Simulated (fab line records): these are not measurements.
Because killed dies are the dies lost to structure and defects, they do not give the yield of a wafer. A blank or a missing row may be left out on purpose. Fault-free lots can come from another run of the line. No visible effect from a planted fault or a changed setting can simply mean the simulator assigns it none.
Which of the tools did it? -- flow nand harc -- 24 lots, 72 wafers sampled, at 5 steps of a route of 1159

WHAT THE GAUGES READ, wafer by wafer
NHARC_A_M0_INSPECT_27. Usual: raw defect count at 441, with a standard deviation of 130.
lot,measured,on,raw defect count,flag
L074,day 18 05:45,defect inspect-01,555 572 600,
L076,day 18 06:31,defect inspect-02,933 338 368,
L075,day 18 06:49,defect inspect-02,997 474 573,
L077,day 18 18:20,defect inspect-01,323 282 373,
L079,day 18 19:08,defect inspect-02,417 330 351,
L078,day 19 05:28,defect inspect-02,519 426 450,
L082,day 19 12:44,defect inspect-01,490 581 468,
L081,day 19 14:40,defect inspect-01,522 659 477,
L080,day 19 17:52,defect inspect-01,307 305 318,
L083,day 20 03:34,defect inspect-02,374 507 366,
L084,day 20 08:26,defect inspect-01,300 440 426,
L088,day 20 11:11,defect inspect-01,461 579 581,
L087,day 20 12:01,defect inspect-02,491 463 496,
L086,day 20 15:45,defect inspect-02,244 294 247,
L085,day 21 01:01,defect inspect-02,340 367 475,
L089,day 21 15:34,defect inspect-02,700 523 356,
L091,day 21 20:37,defect inspect-02,456 601 589,
L090,day 21 21:49,defect inspect-02,270 415 283,
L092,day 21 22:01,defect inspect-02,319 332 292,
L093,day 22 06:13,defect inspect-01,405 376 480,
L094,day 22 07:18,defect inspect-02,427 373 393,
L095,day 22 15:18,defect inspect-02,375 425 499,
L096,day 22 15:37,defect inspect-01,403 590 376,
L097,day 24 01:56,defect inspect-02,310 412 373,

NHARC_A_BONDPAD_CD_MEAS_13. Usual: cd nm at 498.7 nm, with a standard deviation of 1.9.
lot,measured,on,cd nm (nm),flag
L074,day 18 12:16,cd sem-02,497.3 499.1 498.2,
L076,day 18 13:51,cd sem-02,497.7 498.6 499.0,
L075,day 18 13:59,cd sem-01,498.7 498.5 499.9,
L077,day 19 01:17,cd sem-02,500.8 499.9 498.1,
L079,day 19 02:06,cd sem-01,495.8 499.5 498.3,
L078,day 19 12:07,cd sem-01,501.3 496.2 496.5,
L082,day 19 19:40,cd sem-02,499.3 499.4 500.8,
L081,day 19 21:52,cd sem-01,496.1 497.7 497.9,
L080,day 20 01:11,cd sem-01,497.9 500.7 499.3,
L083,day 20 10:22,cd sem-02,500.6 500.2 499.1,
L084,day 20 15:25,cd sem-02,495.7 498.7 495.7,
L088,day 20 17:57,cd sem-02,499.7 500.8 496.6,
L087,day 20 19:04,cd sem-01,501.0 501.8 502.5,
L086,day 20 22:41,cd sem-01,496.7 498.6 497.2,
L085,day 21 07:48,cd sem-02,497.3 500.4 499.9,
L089,day 21 22:22,cd sem-02,498.9 499.2 500.4,
L091,day 22 03:20,cd sem-03,494.6 494.2 499.1,
L090,day 22 04:29,cd sem-01,499.1 500.1 501.1,
L092,day 22 05:22,cd sem-03,496.0 497.4 493.1,
L093,day 22 13:01,cd sem-02,497.0 499.6 499.3,
L094,day 22 13:57,cd sem-01,498.5 502.3 498.9,
L095,day 22 21:54,cd sem-02,498.9 498.7 497.4,
L096,day 22 22:35,cd sem-03,500.3 496.9 500.9,
L097,day 24 09:44,cd sem-02,497.8 496.1 501.5,

WHICH TOOL RAN EACH LOT (tool, then ch and the chambers of the sampled wafers, then the start)
lot,NHARC_A_M0_ANNEAL_30,NHARC_A_M1_ANNEAL_31,NHARC_A_M1_CMP_23
L074,"rtp anneal-02 ch 0, day 18 04:56","rtp anneal-02 ch 0, day 18 08:59","cmp-02 ch 0,1,2, day 18 09:20"
L076,"rtp anneal-01 ch 0, day 18 05:46","rtp anneal-02 ch 0, day 18 09:55","cmp-03 ch 1,2,3, day 18 10:13"
L075,"rtp anneal-01 ch 0, day 18 06:01","rtp anneal-02 ch 0, day 18 10:12","cmp-03 ch 0,1,2, day 18 10:35"
L077,"rtp anneal-01 ch 0, day 18 17:32","rtp anneal-01 ch 0, day 18 21:33","cmp-02 ch 1,2,3, day 18 22:13"
L079,"rtp anneal-02 ch 0, day 18 18:19","rtp anneal-01 ch 0, day 18 22:23","cmp-04 ch 0,1,2, day 18 23:02"
L078,"rtp anneal-01 ch 0, day 19 04:19","rtp anneal-02 ch 0, day 19 08:58","cmp-03 ch 1,2,3, day 19 09:23"
L082,"rtp anneal-02 ch 0, day 19 11:55","rtp anneal-01 ch 0, day 19 16:10","cmp-03 ch 0,2, day 19 16:49"
L081,"rtp anneal-02 ch 0, day 19 13:53","rtp anneal-01 ch 0, day 19 18:19","cmp-04 ch 0,1, day 19 18:55"
L080,"rtp anneal-02 ch 0, day 19 17:08","rtp anneal-02 ch 0, day 19 22:01","cmp-03 ch 1,2,3, day 19 22:17"
L083,"rtp anneal-01 ch 0, day 20 02:46","rtp anneal-01 ch 0, day 20 07:02","cmp-02 ch 1,2,3, day 20 07:25"
L084,"rtp anneal-02 ch 0, day 20 07:40","rtp anneal-01 ch 0, day 20 12:01","cmp-02 ch 0,1,2, day 20 12:34"
L088,"rtp anneal-02 ch 0, day 20 10:25","rtp anneal-02 ch 0, day 20 14:40","cmp-04 ch 1,3, day 20 14:59"
L087,"rtp anneal-02 ch 0, day 20 11:15","rtp anneal-02 ch 0, day 20 15:29","cmp-02 ch 0,1,3, day 20 15:47"
L086,"rtp anneal-01 ch 0, day 20 15:03","rtp anneal-02 ch 0, day 20 19:16","cmp-02 ch 0,1,2, day 20 19:31"
L085,"rtp anneal-02 ch 0, day 21 00:18","rtp anneal-01 ch 0, day 21 04:35","cmp-02 ch 0,1,2, day 21 04:55"
L089,"rtp anneal-01 ch 0, day 21 14:45","rtp anneal-02 ch 0, day 21 19:05","cmp-02 ch 0,1, day 21 19:28"
L091,"rtp anneal-02 ch 0, day 21 19:52","rtp anneal-01 ch 0, day 22 00:05","cmp-03 ch 1,2, day 22 00:25"
L090,"rtp anneal-01 ch 0, day 21 21:05","rtp anneal-02 ch 0, day 22 01:19","cmp-04 ch 0,2,3, day 22 01:37"
L092,"rtp anneal-02 ch 0, day 21 21:13","rtp anneal-01 ch 0, day 22 01:58","cmp-02 ch 2,3, day 22 02:18"
L093,"rtp anneal-01 ch 0, day 22 05:26","rtp anneal-01 ch 0, day 22 09:37","cmp-02 ch 0,2,3, day 22 09:55"
L094,"rtp anneal-01 ch 0, day 22 06:29","rtp anneal-01 ch 0, day 22 10:32","cmp-04 ch 0,1,2, day 22 10:52"
L095,"rtp anneal-01 ch 0, day 22 14:35","rtp anneal-01 ch 0, day 22 18:51","cmp-04 ch 0,1,2, day 22 19:09"
L096,"rtp anneal-01 ch 0, day 22 14:47","rtp anneal-02 ch 0, day 22 18:59","cmp-03 ch 0,2,3, day 22 19:20"
L097,"rtp anneal-02 ch 0, day 24 01:10","rtp anneal-01 ch 0, day 24 05:41","cmp-04 ch 0,2,3, day 24 06:01"
- NHARC_A_M0_ANNEAL_30: time 90 s.
- NHARC_A_M1_ANNEAL_31: time 90 s.
- NHARC_A_M1_CMP_23: polishes, t overpolish 20 s, target thk 154.34 nm.

WHAT THE TOOLS THEMSELVES READ (means of the sampled wafers that have a number; where no wafer has one, the mark that the record gives instead)
NHARC_A_M0_ANNEAL_30. Usual: wafer_temp_C_max at 225.88, with a standard deviation of 0.29.
lot,tool,wafer_temp_C_max,flag
L074,rtp anneal-02,225.86,
L076,rtp anneal-01,226.19,
L075,rtp anneal-01,226.07,
L077,rtp anneal-01,226.00,
L079,rtp anneal-02,225.65,
L078,rtp anneal-01,225.93,
L082,rtp anneal-02,225.49,
L081,rtp anneal-02,225.67,
L080,rtp anneal-02,225.69,
L083,rtp anneal-01,226.09,
L084,rtp anneal-02,225.60,
L088,rtp anneal-02,225.92,
L087,rtp anneal-02,225.66,
L086,rtp anneal-01,226.24,
L085,rtp anneal-02,225.81,
L089,rtp anneal-01,225.79,
L091,rtp anneal-02,225.59,
L090,rtp anneal-01,226.06,
L092,rtp anneal-02,225.66,
L093,rtp anneal-01,226.28,
L094,rtp anneal-01,226.02,
L095,rtp anneal-01,226.12,
L096,rtp anneal-01,226.21,
L097,rtp anneal-02,225.67,

NHARC_A_M1_ANNEAL_31. Usual: wafer_temp_C_max at 225.9, with a standard deviation of 0.33.
lot,tool,wafer_temp_C_max,flag
L074,rtp anneal-02,225.9,
L076,rtp anneal-02,225.6,
L075,rtp anneal-02,225.5,
L077,rtp anneal-01,226.3,
L079,rtp anneal-01,226.1,
L078,rtp anneal-02,225.8,
L082,rtp anneal-01,225.9,
L081,rtp anneal-01,226.3,
L080,rtp anneal-02,225.4,
L083,rtp anneal-01,226.2,
L084,rtp anneal-01,225.9,
L088,rtp anneal-02,225.7,
L087,rtp anneal-02,225.7,
L086,rtp anneal-02,225.8,
L085,rtp anneal-01,226.0,
L089,rtp anneal-02,225.7,
L091,rtp anneal-01,226.4,
L090,rtp anneal-02,225.6,
L092,rtp anneal-01,226.2,
L093,rtp anneal-01,226.0,
L094,rtp anneal-01,226.2,
L095,rtp anneal-01,226.3,
L096,rtp anneal-02,225.6,
L097,rtp anneal-01,226.2,

NHARC_A_M1_CMP_23. Usual: motor current A 12.0 A, standard deviation 1.7; time to endpoint s 28.6 s, standard deviation 2.5.
lot,tool,motor current A (A),time to endpoint s (s),flag
L074,cmp-02,12.1,28.0,
L076,cmp-03,11.7,28.8,
L075,cmp-03,11.7,29.7,
L077,cmp-02,13.8,30.8,
L079,cmp-04,10.9,29.0,
L078,cmp-03,11.4,28.9,
L082,cmp-03,11.5,25.9,
L081,cmp-04,10.6,30.4,
L080,cmp-03,11.4,29.0,
L083,cmp-02,14.1,28.8,
L084,cmp-02,11.8,26.5,
L088,cmp-04,10.1,27.5,
L087,cmp-02,13.6,29.2,
L086,cmp-02,12.0,27.0,
L085,cmp-02,11.8,27.9,
L089,cmp-02,12.7,26.4,
L091,cmp-03,11.7,27.7,
L090,cmp-04,11.0,28.0,
L092,cmp-02,13.1,26.6,
L093,cmp-02,13.2,28.7,
L094,cmp-04,11.1,27.7,
L095,cmp-04,11.4,29.7,
L096,cmp-03,11.3,28.3,
L097,cmp-04,10.7,32.9,

THE ANSWER, worked out from the rows above alone
Rule: take the mean of a lot's wafers that have a number; if it is more than 3 standard deviations from the usual mean, the lot is off. A lot without any number at a reading at which 4 lots or more have one is off too. Any other lot the step has rows for is counted as sound. Order of review: gauges by route order, followed by the tools' own readings, for which a lot's mean as printed above is used. The first step at which some lot is off is used, and at that step the reading that is off furthest; a lot without a number counts as furthest.
No lot is off at any reading shown: from this, nothing can be told.

WHAT HAD BEEN PUT IN BY THE SIMULATOR
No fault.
